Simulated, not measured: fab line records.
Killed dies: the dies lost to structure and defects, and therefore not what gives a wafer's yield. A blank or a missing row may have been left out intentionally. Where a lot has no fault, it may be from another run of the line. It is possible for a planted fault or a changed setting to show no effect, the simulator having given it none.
fab line records    flow nandHarc
record lots=5  wafers=15  lastDay=32
route steps=1302 shown A_ONON_D1@447 A_CHANNEL_HOLE_D1@450 END@1302
lots that met no fault: from a run of the same line without faults
startH: the number of hours between the record's first day and the start of the first shown wafer of the lot    waitH: how many hours have passed since the lot's step before this one    " as in the row above    L1.1+2: a single row standing in for several wafers    - value missing, or start not given    * or withheld: withheld    < > ~ a bound
route shown NAME@n: a module of which the file shows steps, and the number in the route of the first    usual: mean/standard deviation taken from wafers without a fault    same: alike in all rows    chamber/n: place in a boat    sites: the reading at each site    _std_site: their standard deviation    _edge_site: mean of outer sites minus mean of inner sites    radiusMm: how far each site lies from the wafer's centre    mask NAME#n: copy n    behind: the last tool/chamber to shape the wafer    hold: reason for holding the lot/hours on hold/outcome of the hold    device: the transistor (n, p or np) that didn't switch    end of line: the same wafers' tests at the end of the route    where a step has no rows: the recipe by itself    killed: the dies lost at the first sort to structure and to defects; this is not the yield of the wafer    map: per-die view of a wafer (x killed, . not killed, _ where there is no die)
set.NAME: the run value of the setting; set.NAME@STEP: its run value at that earlier step    model.NAME: the simulator's own value behind a step, which no gauge read
lots at selected steps of the route; one table per step, one row per wafer
services: the hour from which a tool's chamber was out of use, counted from the record's first day as startH (under 0 if before that day), plus the number of hours and why
## steps
# step NHARC_A_ONON_D1_THK_MEAS_34
# recipe thkMeasGauge=ellipsometry
# usual thkNm=200.6/2.9
lot.wafer  tool          chamber  startH  waitH  thkNm
L294.2     filmMetro-02  -        178.79  -      202.0
L294.4     "             -        "       "      200.1
L294.5     "             -        "       "      201.5
L295.2     filmMetro-02  -        178.82  -      197.5
L295.3     "             -        "       "      200.4
L295.6     "             -        "       "      201.2
L306.1     filmMetro-01  -        288.47  -      198.8
L306.4     "             -        "       "      204.6
L306.5     "             -        "       "      202.2
L308.2     filmMetro-01  -        323.11  -      200.1
L308.3     "             -        "       "      198.2
L308.6     "             -        "       "      202.0
L312.1     filmMetro-02  -        357.38  -      202.1
L312.2     "             -        "       "      198.4
L312.3     "             -        "       "      197.6
# step NHARC_A_ONON_D1_INSPECT_32
# usual rawDefectCount=73/25
lot.wafer  tool              chamber  startH  waitH  rawDefectCount
L294.2     defectInspect-01  -        178.88  0.0    73
L294.4     "                 -        "       "      55
L294.5     "                 -        "       "      72
L295.2     defectInspect-02  -        178.89  0.0    61
L295.3     "                 -        "       "      57
L295.6     "                 -        "       "      89
L306.1     defectInspect-01  -        288.54  0.0    48
L306.4     "                 -        "       "      53
L306.5     "                 -        "       "      62
L308.2     defectInspect-01  -        323.20  0.0    56
L308.3     "                 -        "       "      55
L308.6     "                 -        "       "      90
L312.1     defectInspect-01  -        357.44  0.0    40
L312.2     "                 -        "       "      53
L312.3     "                 -        "       "      53
# step NHARC_A_CHANNEL_HOLE_D1_DEP_00
# recipe targetThkA=31000  tempC=400  material=aC
# usual throttleValvePct=35.000/0.0088
lot.wafer  tool       chamber  startH  waitH  throttleValvePct
L294.2     aclDep-03  0        179.57  0.7    34.990
L294.4     "          0        "       "      35.002
L294.5     "          0        "       "      35.008
L295.2     aclDep-01  0        180.56  1.7    35.015
L295.3     "          0        "       "      34.994
L295.6     "          0        "       "      35.008
L306.1     aclDep-01  0        289.33  0.8    35.009
L306.4     "          0        "       "      34.987
L306.5     "          0        "       "      35.009
L308.2     aclDep-01  0        323.58  0.4    34.989
L308.3     "          0        "       "      34.993
L308.6     "          0        "       "      34.998
L312.1     aclDep-03  0        357.51  0.1    34.994
L312.2     "          0        "       "      35.007
L312.3     "          0        "       "      34.992
# step NHARC_A_CHANNEL_HOLE_D1_DEP_01
# recipe targetThkA=1400  targetThkNm=140  tempC=400  pressureTorr=3.5  flowSccm=200  rfW=350  material=SiON
# usual heaterPowerW=749/66
lot.wafer  tool      chamber  startH  waitH  heaterPowerW
L294.2     pecvd-04  2        181.21  1.3    791
L294.4     "         1        "       "      903
L294.5     "         0        "       "      817
L295.2     pecvd-01  1        182.18  1.3    623
L295.3     "         2        "       "      788
L295.6     "         1        "       "      645
L306.1     pecvd-03  1        291.23  1.6    806
L306.5     "         2        "       "      716
L306.4     "         0        "       "      574
L308.3     pecvd-03  0        325.19  1.0    671
L308.2     "         1        "       "      825
L308.6     "         2        "       "      725
L312.2     pecvd-03  0        359.42  1.3    696
L312.1     "         1        "       "      755
L312.3     "         2        "       "      771
# step NHARC_A_CHANNEL_HOLE_D1_DEHYDRATE_02
# recipe tempC=150  timeS=120
# step NHARC_A_CHANNEL_HOLE_D1_HMDS_03
# recipe timeS=30
# step NHARC_A_CHANNEL_HOLE_D1_COAT_36
# recipe tempC=260  timeS=75
# step NHARC_A_CHANNEL_HOLE_D1_COAT_37
# recipe tempC=225  timeS=65
# step NHARC_A_CHANNEL_HOLE_D1_COAT_04
# recipe spinRpm=1500  resistThkNm=90
# step NHARC_A_CHANNEL_HOLE_D1_SOFTBAKE_05
# recipe tempC=105  timeS=55
# step NHARC_A_CHANNEL_HOLE_D1_EBR_06
# step NHARC_A_CHANNEL_HOLE_D1_EXPOSE_07
# recipe na=1.35  targetCdNm=100  sigmaOuter=0.3  doseMj=59.65  maskId=HOLE_D1
# usual focusOffsetNm=0.0/0.48
lot.wafer  tool            chamber  startH  waitH  mask       focusOffsetNm  model.A_CHANNEL_HOLE_D1.overlayXNm
L294.2     arfiScanner-03  0        181.64  -      HOLE_D1#0  0.3            0.1308
L294.4     "               0        "       "      HOLE_D1#0  -0.4           0.1308
L294.5     "               0        "       "      HOLE_D1#0  -0.3           0.1308
L295.2     arfiScanner-01  0        182.73  -      HOLE_D1#0  0.3            -0.8571
L295.3     "               0        "       "      HOLE_D1#0  0.4            -0.8571
L295.6     "               0        "       "      HOLE_D1#0  0.3            -0.8571
L306.1     arfiScanner-03  0        291.81  -      HOLE_D1#0  -0.3           1.563
L306.4     "               0        "       "      HOLE_D1#0  -0.3           1.563
L306.5     "               0        "       "      HOLE_D1#0  -0.2           1.563
L308.2     arfiScanner-02  0        325.81  -      HOLE_D1#0  -0.2           -0.1113
L308.3     "               0        "       "      HOLE_D1#0  0.0            -0.1113
L308.6     "               0        "       "      HOLE_D1#0  -0.9           -0.1113
L312.1     arfiScanner-01  0        360.00  -      HOLE_D1#0  0.2            -0.518
L312.2     "               0        "       "      HOLE_D1#0  -0.5           -0.518
L312.3     "               0        "       "      HOLE_D1#0  -0.4           -0.518
# step NHARC_A_CHANNEL_HOLE_D1_PEB_08
# recipe pebTempC=100  pebTimeS=65
# step NHARC_END_SORT_01
# recipe tempC=25
# usual killedAtArray=58/18  killedAtOther=1.0/1.5  killedAtPeriphery=4/3.1  killedDies=64/18  killedOpen=3.4/1.9  killedShort=2.7/1.7
# same grossDies=677
lot.wafer  tool       chamber  startH  waitH  killedAtArray  killedAtOther  killedAtPeriphery  killedDies  killedOpen  killedShort
L294.2     prober-01  0        575.71  2.8    56             0              7                  63          7           4
L294.4     prober-01  0        577.32  3.4    45             0              3                  48          2           1
L294.5     prober-01  0        578.12  3.7    57             0              0                  57          4           2
L295.2     prober-02  0        586.08  2.8    51             0              2                  53          4           5
L295.3     prober-02  0        586.89  3.1    52             0              8                  60          6           4
L295.6     prober-02  0        589.32  4.1    50             2              5                  57          3           2
L306.1     prober-02  0        670.57  2.5    59             1              7                  67          4           3
L306.4     prober-02  0        672.96  3.4    45             1              0                  46          1           1
L306.5     prober-02  0        673.76  3.7    55             0              3                  58          2           0
L308.2     prober-02  0        711.72  2.8    42             0              3                  45          4           2
L308.3     prober-02  0        712.51  3.1    40             0              6                  46          4           3
L308.6     prober-02  0        714.89  4.0    30             0              3                  33          2           2
# killed by level:class
L294.2 A_CHANNEL_HOLE_D1:chamberFilmFlake=35 A_CHANNEL_HOLE_D2:chamberFilmFlake=5 A_STAIRCASE:chamberFilmFlake=4 P_M0:geometricParticle:open=3 A_CONTACT:chamberFilmFlake=3 A_WL_FILL:geometricParticle:short=2 A_WL_FILL:chamberFilmFlake=2 P_CONTACT:geometricParticle:open=1
L294.4 A_CHANNEL_HOLE_D1:chamberFilmFlake=29 A_CHANNEL_HOLE_D2:chamberFilmFlake=3 A_WL_FILL:chamberFilmFlake=3 A_SLIT:chamberFilmFlake=2 A_STAIRCASE:chamberFilmFlake=2 A_CONTACT:chamberFilmFlake=2 A_CHANNEL_FILL_D1:geometricParticle:open=1 A_ONON_D2:geometricParticle:open=1
L294.5 A_CHANNEL_HOLE_D1:chamberFilmFlake=35 A_CHANNEL_HOLE_D2:chamberFilmFlake=5 A_STAIRCASE:chamberFilmFlake=4 A_CONTACT:chamberFilmFlake=3 A_CHANNEL_FILL_D1:geometricParticle:open=2 A_ZERO_WELL:chamberFilmFlake=2 A_WL_FILL:chamberFilmFlake=2 A_DECK1_JOINT:geometricParticle:open=1
L295.2 A_CHANNEL_HOLE_D2:chamberFilmFlake=34 A_CHANNEL_HOLE_D1:chamberFilmFlake=3 A_WL_FILL:geometricParticle:open=2 A_WL_FILL:geometricParticle:short=2 A_SLIT:chamberFilmFlake=2 A_BONDPAD:chamberFilmFlake=2 P_M0:geometricParticle:open=1 A_SOURCE_PLATE:geometricParticle:short=1
L295.3 A_CHANNEL_HOLE_D2:chamberFilmFlake=37 P_CONTACT:geometricParticle:open=3 A_CHANNEL_FILL_D1:chamberFilmFlake=3 P_GATE:chamberFilmFlake=2 A_ZERO_WELL:chamberFilmFlake=2 A_CONTACT:chamberFilmFlake=2 P_CONTACT:geometricParticle:short=1 A_DECK1_JOINT:geometricParticle:open=1
L295.6 A_CHANNEL_HOLE_D2:chamberFilmFlake=37 A_STAIRCASE:chamberFilmFlake=3 A_CHANNEL_HOLE_D1:chamberFilmFlake=2 A_CONTACT:chamberFilmFlake=2 A_BONDPAD:chamberFilmFlake=2 P_CONTACT:geometricParticle:open=1 P_M0:geometricParticle:short=1 P_M0:geometricParticle:open=1
L306.1 A_SLIT:chamberFilmFlake=28 A_CHANNEL_HOLE_D2:chamberFilmFlake=13 A_CHANNEL_HOLE_D1:chamberFilmFlake=6 A_CONTACT:chamberFilmFlake=4 P_BONDPAD:chamberFilmFlake=3 A_BLC:chamberFilmFlake=3 P_M0:geometricParticle:open=2 P_CONTACT:geometricParticle:short=1
L306.4 A_SLIT:chamberFilmFlake=22 A_CHANNEL_HOLE_D2:chamberFilmFlake=10 A_CHANNEL_HOLE_D1:chamberFilmFlake=4 A_STAIRCASE:chamberFilmFlake=3 A_CONTACT:chamberFilmFlake=2 A_SGD_CUT:geometricParticle:short=1 A_CONTACT:geometricParticle:open=1 A_WL_FILL:chamberFilmFlake=1
L306.5 A_SLIT:chamberFilmFlake=28 A_CHANNEL_HOLE_D2:chamberFilmFlake=7 A_CHANNEL_HOLE_D1:chamberFilmFlake=6 A_CONTACT:chamberFilmFlake=4 A_STAIRCASE:chamberFilmFlake=3 A_BONDPAD:chamberFilmFlake=3 P_BONDPAD:chamberFilmFlake=2 A_SOURCE_PLATE:geometricParticle:open=1
L308.2 A_SLIT:chamberFilmFlake=10 A_CHANNEL_HOLE_D1:chamberFilmFlake=7 A_STAIRCASE:chamberFilmFlake=5 A_CHANNEL_FILL_D1:chamberFilmFlake=4 A_CONTACT:chamberFilmFlake=3 A_M1:chamberFilmFlake=3 A_DECK1_JOINT:geometricParticle:open=2 P_STI:chamberFilmFlake=2
L308.3 A_CONTACT:chamberFilmFlake=11 A_SLIT:chamberFilmFlake=6 A_CHANNEL_HOLE_D1:chamberFilmFlake=5 A_WL_FILL:chamberFilmFlake=5 A_STAIRCASE:chamberFilmFlake=3 P_CONTACT:chamberFilmFlake=2 A_M1:chamberFilmFlake=2 P_GATE:geometricParticle:short=1
L308.6 A_CHANNEL_HOLE_D1:chamberFilmFlake=5 A_WL_FILL:chamberFilmFlake=5 A_CONTACT:chamberFilmFlake=4 A_CHANNEL_FILL_D1:chamberFilmFlake=3 A_SLIT:chamberFilmFlake=3 P_CONTACT:chamberFilmFlake=2 A_STAIRCASE:chamberFilmFlake=2 A_SGD_CUT:chamberFilmFlake=2
## services
tool            chamber  startH  hours  kind
pecvd-03        -        185.00  13.0   pm
pecvd-03        0        185.00  13.4   ventCycle
pecvd-03        1        185.00  13.4   ventCycle
pecvd-03        2        185.00  13.4   ventCycle
pecvd-01        1        185.57  14.4   repair
aclDep-01       -        187.08  13.0   pm
arfiScanner-02  0        195.85  -      calibration
arfiScanner-03  -        204.21  4.0    pm
arfiScanner-01  -        205.07  1.5    repair
pecvd-04        -        217.67  0.6    repair
pecvd-03        1        218.33  10.4   repair
arfiScanner-01  0        244.67  -      calibration
arfiScanner-01  -        252.00  4.0    pm
arfiScanner-03  -        260.81  2.0    repair
pecvd-04        -        269.00  13.0   pm
pecvd-04        0        269.00  13.0   ventCycle
pecvd-04        1        269.00  13.0   ventCycle
pecvd-04        2        269.00  13.0   ventCycle
arfiScanner-03  0        271.23  -      calibration
aclDep-03       -        299.15  13.0   pm
pecvd-01        -        311.85  13.0   pm
arfiScanner-02  -        312.00  4.0    pm
arfiScanner-02  -        317.29  0.8    repair
pecvd-04        -        321.97  77.1   repair
## key
firstSign none at tools or gauges
modelEffect step=NHARC_A_CHANNEL_HOLE_D1_EXPOSE_07  value=A_CHANNEL_HOLE_D1.overlayXNm  without=-0.6385  struck=1.563
metAt NHARC_A_CHANNEL_HOLE_D1_EXPOSE_07
struckWafers L306.1,L306.4,L306.5
testerLeftOut L306
onsetBetween 181.64 291.81
fault kind=scannerMatchingOverlay  tool=arfiScanner-03  chamber=-  onsetH=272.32  steps=NHARC_A_CHANNEL_HOLE_D1_EXPOSE_07  offset=2.2019
# testerLeftOut: of these lots the tester's yield and bins aren't shown, on N5 and GAA mostly nor the transistor test; their killed dies are dies lost to structure and defects alone, not to doping, threshold or leakage, so they don't give the yield
